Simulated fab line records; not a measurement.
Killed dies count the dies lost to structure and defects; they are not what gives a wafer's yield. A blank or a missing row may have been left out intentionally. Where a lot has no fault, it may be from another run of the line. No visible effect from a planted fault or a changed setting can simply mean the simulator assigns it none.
Matching of chambers -- flow nand_harc -- NHARC_A_CHANNEL_FILL_D1_ETCHBACK_19 on rie_si-06 has 4 sister chambers
The step etches the open film in HBr/Cl2, target depth 5 nm, time 1.7 s. 18 wafers are shown with their chamber, then 9 later ones without.

WAFERS, EACH WITH ITS CHAMBER
wafer,chamber,drypump_motor_current_A (A),oes_product_au (a.u.),throttle_valve_pct (%)
L076.1,3,6.1,1.011,26.406
L076.5,3,6.1,0.998,26.404
L076.6,0,6.3,0.996,26.397
L078.1,3,6.0,0.989,26.410
L078.2,0,6.3,0.992,26.401
L078.4,1,5.3,0.981,26.414
L083.1,0,6.2,0.994,26.410
L083.3,2,5.3,1.002,26.409
L083.6,3,6.0,0.991,26.414
L088.2,1,5.3,0.989,26.406
L088.3,3,6.0,0.972,26.407
L088.6,1,5.3,0.983,26.392
L085.1,0,6.2,0.994,26.413
L085.4,1,5.3,0.981,26.406
L085.6,3,6.0,0.984,26.427
L087.1,3,6.0,0.984,26.406
L087.3,2,5.3,1.009,26.413
L087.4,1,5.3,0.996,26.413

SIGNATURES (means of the wafers above)
reading,chamber 0,chamber 1,chamber 2,chamber 3,scatter within a chamber
drypump_motor_current_A,6.250,5.300,5.300,6.029,0.0416
oes_product_au,0.99400,0.98600,1.00550,0.98986,0.00888
throttle_valve_pct,26.40525,26.40620,26.41100,26.41057,0.00786
Rule: a wafer's distance from a chamber is the root of the sum, over the readings, of the square of ((its reading less the chamber's mean) divided by the reading's scatter). If the next closest chamber is less than 2 further off than the closest, the wafer can't be placed; otherwise it belongs to the closest. The scatter is the square root of a quotient: the sum, over the shown wafers, of each reading's squared deviation from its chamber's mean, divided by wafers minus chambers.

WAFERS WITH NO CHAMBER GIVEN
wafer,drypump_motor_current_A (A),oes_product_au (a.u.),throttle_valve_pct (%)
L090.4,6.0,0.973,26.409
L090.5,5.3,0.998,26.410
L090.6,5.3,1.001,26.411
L091.1,5.3,0.989,26.413
L091.3,6.3,0.998,26.390
L091.4,5.2,0.998,26.407
L093.1,6.3,1.003,26.409
L093.3,6.0,0.984,26.417
L093.4,5.3,1.004,26.402

CHAMBER TAKEN BY EACH
wafer,from the rows above,in truth
L090.4,3,3
L090.5,can't be placed: 2 or 1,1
L090.6,can't be placed: 2 or 1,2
L091.1,can't be placed: 1 or 2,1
L091.3,0,0
L091.4,can't be placed: 2 or 1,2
L093.1,0,0
L093.3,3,3
L093.4,can't be placed: 2 or 1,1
4 of 9 placed correctly. Unplaceable from these rows: 5, with the true chamber sitting among the candidates in 5. Placed wrongly: 0.
